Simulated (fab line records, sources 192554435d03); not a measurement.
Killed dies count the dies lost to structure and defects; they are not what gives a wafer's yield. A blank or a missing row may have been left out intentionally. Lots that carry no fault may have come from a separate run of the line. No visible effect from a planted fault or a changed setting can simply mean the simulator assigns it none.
Chamber matching || flow n5 finfet || pecvd-03 running N5_BEOL_M4_PECVD_72: 3 sister chambers
The step deposits SiO2 from TEOS/O2, target thk 16 nm, time 18 s. 14 wafers are shown with their chamber, then 7 later ones without.

## EACH WAFER AND ITS CHAMBER
{"wafer": "L076.1", "chamber": 1, "throttle valve pct (%)": 22.1, "showerhead plenum p Torr (Torr)": 8.86, "heater power outer w (W)": 459}
{"wafer": "L076.4", "chamber": 2, "throttle valve pct (%)": 21.6, "showerhead plenum p Torr (Torr)": 8.85, "heater power outer w (W)": 296}
{"wafer": "L076.6", "chamber": 0, "throttle valve pct (%)": 23.1, "showerhead plenum p Torr (Torr)": 8.73, "heater power outer w (W)": 348}
{"wafer": "L077.2", "chamber": 2, "throttle valve pct (%)": 21.8, "showerhead plenum p Torr (Torr)": 8.80, "heater power outer w (W)": 318}
{"wafer": "L077.5", "chamber": 1, "throttle valve pct (%)": 22.1, "showerhead plenum p Torr (Torr)": 8.86, "heater power outer w (W)": 428}
{"wafer": "L077.6", "chamber": 0, "throttle valve pct (%)": 23.1, "showerhead plenum p Torr (Torr)": 8.72, "heater power outer w (W)": 360}
{"wafer": "L084.2", "chamber": 0, "throttle valve pct (%)": 23.2, "showerhead plenum p Torr (Torr)": 8.74, "heater power outer w (W)": 409}
{"wafer": "L084.5", "chamber": 2, "throttle valve pct (%)": 21.9, "showerhead plenum p Torr (Torr)": 8.83, "heater power outer w (W)": 377}
{"wafer": "L084.6", "chamber": 1, "throttle valve pct (%)": 22.3, "showerhead plenum p Torr (Torr)": 8.84, "heater power outer w (W)": 471}
{"wafer": "L090.2", "chamber": 1, "throttle valve pct (%)": 22.2, "showerhead plenum p Torr (Torr)": 8.83, "heater power outer w (W)": 423}
{"wafer": "L090.3", "chamber": 0, "throttle valve pct (%)": 22.7, "showerhead plenum p Torr (Torr)": 8.73, "heater power outer w (W)": 347}
{"wafer": "L090.4", "chamber": 0, "throttle valve pct (%)": 22.8, "showerhead plenum p Torr (Torr)": 8.71, "heater power outer w (W)": 350}
{"wafer": "L094.2", "chamber": 2, "throttle valve pct (%)": 21.7, "showerhead plenum p Torr (Torr)": 8.83, "heater power outer w (W)": 369}
{"wafer": "L094.3", "chamber": 0, "throttle valve pct (%)": 22.9, "showerhead plenum p Torr (Torr)": 8.72, "heater power outer w (W)": 383}

SIGNATURES (averages over the wafers above)
{"reading": "throttle valve pct", "chamber 0": 22.967, "chamber 1": 22.175, "chamber 2": 21.750, "scatter within a chamber": 0.157}
{"reading": "showerhead plenum p Torr", "chamber 0": 8.7250, "chamber 1": 8.8475, "chamber 2": 8.8275, "scatter within a chamber": 0.0151}
{"reading": "heater power outer w", "chamber 0": 366.17, "chamber 1": 445.25, "chamber 2": 340.00, "scatter within a chamber": 29.2}
Rule: a wafer's distance from a chamber is the root of the sum, over the readings, of the square of ((its reading less the chamber's mean) divided by the reading's scatter). If the next closest chamber is less than 2 further off than the closest, the wafer can't be placed; otherwise it belongs to the closest. The scatter: take each reading less its chamber's mean, square it, sum over the shown wafers, divide by the number of wafers less the number of chambers, and take the root.

## WAFERS WITH NO CHAMBER GIVEN
{"wafer": "L094.4", "throttle valve pct (%)": 22.3, "showerhead plenum p Torr (Torr)": 8.85, "heater power outer w (W)": 380}
{"wafer": "L095.1", "throttle valve pct (%)": 21.9, "showerhead plenum p Torr (Torr)": 8.82, "heater power outer w (W)": 322}
{"wafer": "L095.4", "throttle valve pct (%)": 22.0, "showerhead plenum p Torr (Torr)": 8.81, "heater power outer w (W)": 321}
{"wafer": "L095.5", "throttle valve pct (%)": 22.2, "showerhead plenum p Torr (Torr)": 8.83, "heater power outer w (W)": 442}
{"wafer": "L096.1", "throttle valve pct (%)": 22.7, "showerhead plenum p Torr (Torr)": 8.72, "heater power outer w (W)": 379}
{"wafer": "L096.2", "throttle valve pct (%)": 22.1, "showerhead plenum p Torr (Torr)": 8.81, "heater power outer w (W)": 409}
{"wafer": "L096.6", "throttle valve pct (%)": 23.1, "showerhead plenum p Torr (Torr)": 8.74, "heater power outer w (W)": 393}

## WHICH CHAMBER EACH WENT THROUGH
{"wafer": "L094.4", "from the rows above": "can't be placed: 1 or 2", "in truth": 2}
{"wafer": "L095.1", "from the rows above": 2, "in truth": 2}
{"wafer": "L095.4", "from the rows above": 2, "in truth": 2}
{"wafer": "L095.5", "from the rows above": 1, "in truth": 1}
{"wafer": "L096.1", "from the rows above": 0, "in truth": 0}
{"wafer": "L096.2", "from the rows above": "can't be placed: 1 or 2", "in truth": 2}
{"wafer": "L096.6", "from the rows above": 0, "in truth": 0}
Correct placement for 5 of the 7. These rows do not allow placing 2 (true chamber among the candidates in 2). Number placed wrongly: 0.
